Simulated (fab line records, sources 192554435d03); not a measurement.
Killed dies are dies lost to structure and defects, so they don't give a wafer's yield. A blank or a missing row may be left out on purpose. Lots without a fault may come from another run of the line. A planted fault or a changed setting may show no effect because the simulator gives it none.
fab line records | flow n5_finfet
record lots=24 wafers=72 last_day=18
route steps=1938 shown BEOL_M2@899 BEOL_M3@932
lots that met no fault: from a run of the same line without faults
start_h: hours from the record's first day to the start of the lot's first wafer shown | wait_h: hours since the lot's step before | " the same as in the row above | L1.1+2: a row that stands for several wafers | - no value, or no start given | * or withheld: withheld | < > ~ a bound
route shown NAME@n: a module of which the file shows steps, and the number in the route of the first | usual: mean/standard deviation of fault-free wafers | same: alike in all rows | chamber/n: place in a boat | sites: the reading at each site | _std_site: their standard deviation | _edge_site: outer sites' mean less inner sites' | radius_mm: how far each site lies from the wafer's centre | mask NAME#n: copy n | behind: the tool/chamber that last shaped the wafer | hold: why the lot was held/for how many hours/how that ended | device: the transistor (n, p or np) that didn't switch | end of line: the same wafers' tests at the end of the route | a step without rows: its recipe alone | killed: dies lost to structure and defects at the first sort, not the wafer's yield | map: a wafer's dies, x killed, . not, _ none there
set.NAME: the setting as run; set.NAME@STEP: as run at that earlier step | model.NAME: the simulator's own value behind a step, which no gauge read
steps of the route over a sample of lots; a table a step, a row a wafer
services: from which hour (start_h, from the record's first day; less than 0 if before it) a tool's chamber was out of use, for how many hours, and why
## steps
# step N5_BEOL_M2_DEGAS_44
# recipe ambient=vacuum temp_c=250 time_s=60
# usual heater_power_w=361/26
# columns lot.wafer tool chamber start_h wait_h heater_power_w
L074.2 pvd_sputter-03 - 151.14 0.4 365
L074.4 " - " " 336
L074.5 " - " " 328
L075.1 pvd_sputter-01 - 151.19 0.4 409
L075.4 " - " " 350
L075.6 " - " " 399
L076.2 pvd_sputter-03 - 164.83 0.2 391
L076.5 " - " " 386
L076.6 " - " " 325
L077.1 pvd_sputter-03 - 165.03 0.1 394
L077.4 " - " " 360
L077.6 " - " " 348
L078.1 pvd_sputter-03 - 165.15 0.1 329
L078.3 " - " " 354
L078.6 " - " " 342
L079.1 pvd_sputter-02 - 177.06 0.5 353
L079.2 " - " " 354
L079.3 " - " " 331
L080.3 pvd_sputter-02 - 185.88 0.3 345
L080.4 " - " " 318
L080.5 " - " " 340
L081.1 pvd_sputter-03 - 191.98 0.8 396
L081.5 " - " " 358
L081.6 " - " " 351
L082.1 pvd_sputter-01 - 198.11 0.4 409
L082.5 " - " " 359
L082.6 " - " " 369
L083.2 pvd_sputter-01 - 201.45 0.5 366
L083.3 " - " " 394
L083.4 " - " " 418
L085.1 pvd_sputter-02 - 206.19 0.2 348
L085.3 " - " " 338
L085.4 " - " " 348
L084.1 pvd_sputter-03 - 211.68 0.4 355
L084.2 " - " " 367
L084.3 " - " " 391
L088.1 pvd_sputter-03 - 220.77 0.2 370
L088.2 " - " " 331
L088.5 " - " " 371
L086.1 pvd_sputter-01 - 220.88 0.1 369
L086.3 " - " " 413
L086.5 " - " " 409
L087.3 pvd_sputter-01 - 234.03 0.4 353
L087.4 " - " " 404
L087.5 " - " " 407
L089.1 pvd_sputter-02 - 238.31 0.1 325
L089.4 " - " " 343
L089.6 " - " " 349
L090.1 pvd_sputter-02 - 244.34 0.2 340
L090.2 " - " " 333
L090.3 " - " " 344
L091.1 pvd_sputter-01 - 249.64 0.2 344
L091.3 " - " " 408
L091.6 " - " " 348
L092.1 pvd_sputter-01 - 263.50 0.2 409
L092.4 " - " " 346
L092.6 " - " " 364
L094.1 pvd_sputter-02 - 266.32 0.3 331
L094.2 " - " " 347
L094.5 " - " " 355
L093.3 pvd_sputter-02 - 266.62 0.6 335
L093.4 " - " " 334
L093.5 " - " " 352
L096.1 pvd_sputter-01 - 269.92 0.5 354
L096.2 " - " " 401
L096.6 " - " " 375
L095.1 pvd_sputter-03 - 270.06 0.5 345
L095.2 " - " " 370
L095.5 " - " " 347
L097.1 pvd_sputter-03 - 282.28 0.2 395
L097.3 " - " " 324
L097.5 " - " " 328
# step N5_BEOL_M2_ANNEAL_82
# recipe temp_c=400 time_s=240 ambient=vacuum
# usual heater_power_w=894/66
# columns lot.wafer tool chamber start_h wait_h heater_power_w
L074.2 pvd_sputter-01 - 152.28 0.0 873
L074.4 " - " " 1020
L074.5 " - " " 995
L075.1 pvd_sputter-02 - 152.29 0.0 845
L075.4 " - " " 813
L075.6 " - " " 835
L076.2 pvd_sputter-02 - 166.06 0.0 899
L076.5 " - " " 846
L076.6 " - " " 871
L077.1 pvd_sputter-01 - 166.27 0.0 876
L077.4 " - " " 1009
L077.6 " - " " 1016
L078.1 pvd_sputter-02 - 167.94 0.0 892
L078.3 " - " " 844
L078.6 " - " " 849
L079.1 pvd_sputter-01 - 179.98 0.0 879
L079.2 " - " " 1011
L079.3 " - " " 966
L080.3 pvd_sputter-01 - 188.86 0.0 939
L080.4 " - " " 1022
L080.5 " - " " 1034
L081.1 pvd_sputter-02 - 193.40 0.0 868
L081.5 " - " " 847
L081.6 " - " " 849
L082.1 pvd_sputter-03 - 200.00 0.0 842
L082.5 " - " " 850
L082.6 " - " " 830
L083.2 pvd_sputter-03 - 204.64 0.0 850
L083.3 " - " " 994
L083.4 " - " " 821
L085.1 pvd_sputter-02 - 207.33 0.0 836
L085.3 " - " " 837
L085.4 " - " " 886
L084.1 pvd_sputter-03 - 214.68 0.0 827
L084.2 " - " " 986
L084.3 " - " " 870
L088.1 pvd_sputter-02 - 222.00 0.0 843
L088.2 " - " " 847
L088.5 " - " " 829
L086.1 pvd_sputter-03 - 222.06 0.0 983
L086.3 " - " " 904
L086.5 " - " " 919
L087.3 pvd_sputter-01 - 237.05 0.0 946
L087.4 " - " " 1029
L087.5 " - " " 880
L089.1 pvd_sputter-02 - 239.44 0.0 849
L089.4 " - " " 887
L089.6 " - " " 835
L090.1 pvd_sputter-03 - 245.72 0.0 910
L090.2 " - " " 847
L090.3 " - " " 986
L091.1 pvd_sputter-01 - 251.08 0.0 884
L091.3 " - " " 1028
L091.6 " - " " 869
L092.1 pvd_sputter-02 - 264.66 0.0 878
L092.4 " - " " 870
L092.6 " - " " 840
L094.1 pvd_sputter-03 - 267.54 0.0 908
L094.2 " - " " 988
L094.5 " - " " 800
L093.3 pvd_sputter-02 - 268.06 0.0 866
L093.4 " - " " 803
L093.5 " - " " 871
L095.1 pvd_sputter-02 - 271.24 0.0 839
L095.2 " - " " 868
L095.5 " - " " 871
L096.1 pvd_sputter-03 - 272.50 0.0 841
L096.2 " - " " 904
L096.6 " - " " 995
L097.1 pvd_sputter-03 - 283.74 0.0 807
L097.3 " - " " 982
L097.5 " - " " 944
# step N5_BEOL_M2_ANNEAL_89
# recipe temp_c=400 time_s=240 ambient=vacuum
# usual heater_power_w=893/67
# columns lot.wafer tool chamber start_h wait_h heater_power_w
L074.2 pvd_sputter-01 - 152.72 0.0 870
L074.4 " - " " 1034
L074.5 " - " " 1015
L075.1 pvd_sputter-02 - 152.73 0.0 831
L075.4 " - " " 823
L075.6 " - " " 824
L076.2 pvd_sputter-02 - 166.50 0.0 876
L076.5 " - " " 863
L076.6 " - " " 876
L077.1 pvd_sputter-01 - 166.71 0.0 856
L077.4 " - " " 984
L077.6 " - " " 1009
L078.1 pvd_sputter-02 - 168.38 0.0 872
L078.3 " - " " 873
L078.6 " - " " 811
L079.1 pvd_sputter-01 - 180.42 0.0 854
L079.2 " - " " 1020
L079.3 " - " " 989
L080.3 pvd_sputter-01 - 189.30 0.0 946
L080.4 " - " " 1001
L080.5 " - " " 1001
L081.1 pvd_sputter-02 - 193.84 0.0 850
L081.5 " - " " 844
L081.6 " - " " 882
L082.1 pvd_sputter-03 - 200.44 0.0 831
L082.5 " - " " 863
L082.6 " - " " 830
L083.2 pvd_sputter-03 - 205.08 0.0 881
L083.3 " - " " 977
L083.4 " - " " 811
L085.1 pvd_sputter-02 - 207.77 0.0 825
L085.3 " - " " 858
L085.4 " - " " 897
L084.1 pvd_sputter-03 - 215.12 0.0 820
L084.2 " - " " 992
L084.3 " - " " 898
L088.1 pvd_sputter-02 - 222.44 0.0 810
L088.2 " - " " 795
L088.5 " - " " 842
L086.1 pvd_sputter-03 - 222.50 0.0 980
L086.3 " - " " 878
L086.5 " - " " 918
L087.3 pvd_sputter-01 - 237.49 0.0 927
L087.4 " - " " 1028
L087.5 " - " " 866
L089.1 pvd_sputter-02 - 239.88 0.0 823
L089.4 " - " " 864
L089.6 " - " " 826
L090.1 pvd_sputter-03 - 246.16 0.0 924
L090.2 " - " " 871
L090.3 " - " " 1006
L091.1 pvd_sputter-01 - 251.52 0.0 869
L091.3 " - " " 1010
L091.6 " - " " 861
L092.1 pvd_sputter-02 - 265.10 0.0 861
L092.4 " - " " 838
L092.6 " - " " 830
L094.1 pvd_sputter-03 - 267.98 0.0 927
L094.2 " - " " 978
L094.5 " - " " 839
L093.3 pvd_sputter-02 - 268.50 0.0 854
L093.4 " - " " 834
L093.5 " - " " 882
L095.1 pvd_sputter-02 - 271.68 0.0 840
L095.2 " - " " 868
L095.5 " - " " 871
L096.1 pvd_sputter-03 - 272.94 0.0 837
L096.2 " - " " 922
L096.6 " - " " 982
L097.1 pvd_sputter-03 - 284.18 0.0 812
L097.3 " - " " 986
L097.5 " - " " 916
# step N5_BEOL_M2_SPUTTER_90
# recipe material=Cu target_thk_a=45 temp_c=-20 chamber_pressure_pa=0.07 power_w=withheld time_s=8.29
# usual chamber_pressure_pa=0.06999/0.00015 throttle_valve_pct=29.7/0.93
# columns lot.wafer tool chamber start_h wait_h chamber_pressure_pa throttle_valve_pct
L074.2 pvd_sputter-01 - 152.86 0.1 0.06991 31.3
L074.4 " - " " 0.06981 29.4
L074.5 " - " " 0.06968 29.2
L075.1 pvd_sputter-02 - 161.83 9.0 0.07002 29.3
L075.4 " - " " 0.06977 29.5
L075.6 " - " " 0.07011 29.1
L076.2 pvd_sputter-02 - 166.64 0.1 0.06994 28.6
L076.5 " - " " 0.07011 30.2
L076.6 " - " " 0.07008 28.7
L077.1 pvd_sputter-01 - 166.85 0.1 0.06986 31.0
L077.4 " - " " 0.06982 30.7
L077.6 " - " " 0.07011 29.3
L078.1 pvd_sputter-02 - 168.52 0.1 0.07 28.7
L078.3 " - " " 0.06989 30.2
L078.6 " - " " 0.07019 29.7
L079.1 pvd_sputter-01 - 180.56 0.1 0.07006 31.4
L079.2 " - " " 0.06989 29.3
L079.3 " - " " 0.06997 30.7
L080.3 pvd_sputter-01 - 189.44 0.1 0.07004 27.5
L080.4 " - " " 0.06976 30.8
L080.5 " - " " 0.06974 30.8
L081.1 pvd_sputter-02 - 193.98 0.1 0.0702 28.7
L081.5 " - " " 0.0699 29.1
L081.6 " - " " 0.06988 28.7
L082.1 pvd_sputter-03 - 200.58 0.1 0.07025 30.0
L082.5 " - " " 0.06991 30.8
L082.6 " - " " 0.07004 30.2
L083.2 pvd_sputter-03 - 205.22 0.1 0.06988 31.0
L083.3 " - " " 0.06993 29.8
L083.4 " - " " 0.06991 29.9
L085.1 pvd_sputter-02 - 207.91 0.1 0.07004 29.3
L085.3 " - " " 0.07004 29.5
L085.4 " - " " 0.0697 28.7
L084.1 pvd_sputter-03 - 215.26 0.1 0.06998 29.9
L084.2 " - " " 0.06993 29.8
L084.3 " - " " 0.06986 30.7
L088.1 pvd_sputter-02 - 222.58 0.1 0.07014 29.1
L088.2 " - " " 0.06999 29.7
L088.5 " - " " 0.06993 28.9
L086.1 pvd_sputter-03 - 222.64 0.1 0.06997 29.9
L086.3 " - " " 0.07002 30.7
L086.5 " - " " 0.07006 28.5
L087.3 pvd_sputter-01 - 237.63 0.1 0.07009 27.6
L087.4 " - " " 0.06998 29.2
L087.5 " - " " 0.06978 31.2
L089.1 pvd_sputter-02 - 240.02 0.1 0.07002 29.1
L089.4 " - " " 0.07006 28.7
L089.6 " - " " 0.0702 29.9
L090.1 pvd_sputter-03 - 246.30 0.1 0.06987 28.6
L090.2 " - " " 0.07039 31.0
L090.3 " - " " 0.07018 29.8
L091.1 pvd_sputter-01 - 251.66 0.1 0.06972 31.2
L091.3 " - " " 0.0698 29.5
L091.6 " - " " 0.06991 31.2
L092.1 pvd_sputter-02 - 265.24 0.1 0.07013 28.9
L092.4 " - " " 0.06993 30.5
L092.6 " - " " 0.06987 28.8
L094.1 pvd_sputter-03 - 268.12 0.1 0.06996 28.3
L094.2 " - " " 0.06999 29.6
L094.5 " - " " 0.06987 29.8
L093.3 pvd_sputter-02 - 268.64 0.1 0.0699 30.5
L093.4 " - " " 0.07024 29.0
L093.5 " - " " 0.07007 28.6
L095.1 pvd_sputter-02 - 271.82 0.1 0.0698 28.9
L095.2 " - " " 0.06994 30.6
L095.5 " - " " 0.07014 30.4
L096.1 pvd_sputter-03 - 273.08 0.1 0.07018 30.1
L096.2 " - " " 0.07015 28.8
L096.6 " - " " 0.07016 29.7
L097.1 pvd_sputter-03 - 284.32 0.1 0.0697 30.1
L097.3 " - " " 0.06982 29.9
L097.5 " - " " 0.07011 28.8
# step N5_BEOL_M2_ANNEAL_91
# recipe temp_c=400 time_s=240 ambient=vacuum
# usual heater_power_w=894/65
# columns lot.wafer tool chamber start_h wait_h heater_power_w
L074.2 pvd_sputter-01 - 152.94 0.0 895
L074.4 " - " " 1026
L074.5 " - " " 1040
L075.1 pvd_sputter-02 - 161.91 0.0 827
L075.4 " - " " 856
L075.6 " - " " 826
L076.2 pvd_sputter-02 - 166.72 0.0 867
L076.5 " - " " 856
L076.6 " - " " 871
L077.1 pvd_sputter-01 - 166.93 0.0 874
L077.4 " - " " 1014
L077.6 " - " " 1001
L078.1 pvd_sputter-02 - 168.60 0.0 874
L078.3 " - " " 859
L078.6 " - " " 821
L079.1 pvd_sputter-01 - 180.64 0.0 883
L079.2 " - " " 1014
L079.3 " - " " 1011
L080.3 pvd_sputter-01 - 189.52 0.0 935
L080.4 " - " " 1001
L080.5 " - " " 1003
L081.1 pvd_sputter-02 - 194.06 0.0 879
L081.5 " - " " 820
L081.6 " - " " 875
L082.1 pvd_sputter-03 - 200.66 0.0 822
L082.5 " - " " 865
L082.6 " - " " 811
L083.2 pvd_sputter-03 - 205.30 0.0 872
L083.3 " - " " 988
L083.4 " - " " 820
L085.1 pvd_sputter-02 - 207.99 0.0 841
L085.3 " - " " 826
L085.4 " - " " 858
L084.1 pvd_sputter-03 - 215.34 0.0 810
L084.2 " - " " 982
L084.3 " - " " 874
L088.1 pvd_sputter-02 - 222.66 0.0 844
L088.2 " - " " 813
L088.5 " - " " 838
L086.1 pvd_sputter-03 - 222.72 0.0 957
L086.3 " - " " 872
L086.5 " - " " 926
L087.3 pvd_sputter-01 - 237.71 0.0 926
L087.4 " - " " 1012
L087.5 " - " " 911
L089.1 pvd_sputter-02 - 240.10 0.0 850
L089.4 " - " " 844
L089.6 " - " " 826
L090.1 pvd_sputter-03 - 246.38 0.0 922
L090.2 " - " " 868
L090.3 " - " " 995
L091.1 pvd_sputter-01 - 251.74 0.0 879
L091.3 " - " " 1002
L091.6 " - " " 872
L092.1 pvd_sputter-02 - 265.32 0.0 861
L092.4 " - " " 888
L092.6 " - " " 840
L094.1 pvd_sputter-03 - 268.20 0.0 914
L094.2 " - " " 977
L094.5 " - " " 833
L093.3 pvd_sputter-02 - 268.72 0.0 860
L093.4 " - " " 863
L093.5 " - " " 888
L095.1 pvd_sputter-02 - 271.90 0.0 851
L095.2 " - " " 879
L095.5 " - " " 875
L096.1 pvd_sputter-03 - 273.16 0.0 823
L096.2 " - " " 914
L096.6 " - " " 997
L097.1 pvd_sputter-03 - 284.40 0.0 832
L097.3 " - " " 1001
L097.5 " - " " 922
# step N5_BEOL_M3_THK_MEAS_01
# recipe reads=SiOC_of_BEOL_M3_ILD_DEP_00
# usual M3_ILD_THK=78.7/1.2
# columns lot.wafer tool chamber start_h wait_h M3_ILD_THK[nm]
L074.2 film_metro-02 - 154.70 0.1 76.7
L074.4 " - " " 78.1
L074.5 " - " " 77.6
L075.1 film_metro-02 - 163.67 0.0 77.8
L075.4 " - " " 79.5
L075.6 " - " " 79.7
L076.2 film_metro-01 - 168.48 0.1 79.5
L076.5 " - " " 80.2
L076.6 " - " " 79.4
L077.1 film_metro-02 - 168.76 0.0 78.1
L077.4 " - " " 79.7
L077.6 " - " " 79.4
L078.1 film_metro-02 - 170.38 0.0 77.6
L078.3 " - " " 79.4
L078.6 " - " " 78.5
L079.1 film_metro-02 - 182.40 0.0 79.9
L079.2 " - " " 80.0
L079.3 " - " " 78.9
L080.3 film_metro-01 - 191.30 0.1 77.2
L080.4 " - " " 77.9
L080.5 " - " " 78.0
L081.1 film_metro-02 - 195.86 0.1 77.8
L081.5 " - " " 79.1
L081.6 " - " " 79.5
L082.1 film_metro-01 - 203.72 0.0 78.8
L082.5 " - " " 78.1
L082.6 " - " " 79.9
L083.2 film_metro-01 - 207.07 0.1 78.0
L083.3 " - " " 77.5
L083.4 " - " " 79.6
L085.1 film_metro-01 - 209.75 0.0 78.1
L085.3 " - " " 79.7
L085.4 " - " " 78.7
L084.1 film_metro-02 - 217.53 0.1 78.9
L084.2 " - " " 78.1
L084.3 " - " " 79.9
L088.1 film_metro-02 - 224.47 0.0 78.8
L088.2 " - " " 77.6
L088.5 " - " " 81.0
L086.1 film_metro-02 - 224.76 0.1 77.5
L086.3 " - " " 78.3
L086.5 " - " " 78.9
L087.3 film_metro-02 - 239.49 0.1 75.9
L087.4 " - " " 78.1
L087.5 " - " " 78.1
L089.1 film_metro-02 - 241.87 0.0 76.2
L089.4 " - " " 80.1
L089.6 " - " " 78.0
L090.1 film_metro-01 - 248.14 0.0 78.3
L090.2 " - " " 76.8
L090.3 " - " " 77.2
L091.1 film_metro-02 - 253.65 0.0 77.5
L091.3 " - " " 78.8
L091.6 " - " " 80.1
L092.1 film_metro-02 - 267.49 0.1 78.4
L092.4 " - " " 78.8
L092.6 " - " " 79.9
L094.1 film_metro-02 - 270.07 0.0 78.4
L094.2 " - " " 78.5
L094.5 " - " " 78.5
L093.3 film_metro-02 - 270.52 0.1 77.4
L093.4 " - " " 78.2
L093.5 " - " " 79.1
L095.1 film_metro-02 - 273.83 0.1 77.6
L095.2 " - " " 78.9
L095.5 " - " " 80.7
L096.1 film_metro-01 - 275.37 0.0 77.1
L096.2 " - " " 78.6
L096.6 " - " " 78.2
L097.1 film_metro-01 - 286.17 0.1 77.7
L097.3 " - " " 80.3
L097.5 " - " " 80.4
## services
# columns tool chamber start_h hours kind
pvd_sputter-02 - 134.32 7.9 repair
pvd_sputter-02 - 157.03 4.8 repair
pvd_sputter-03 - 216.20 4.0 repair
## key
fault none
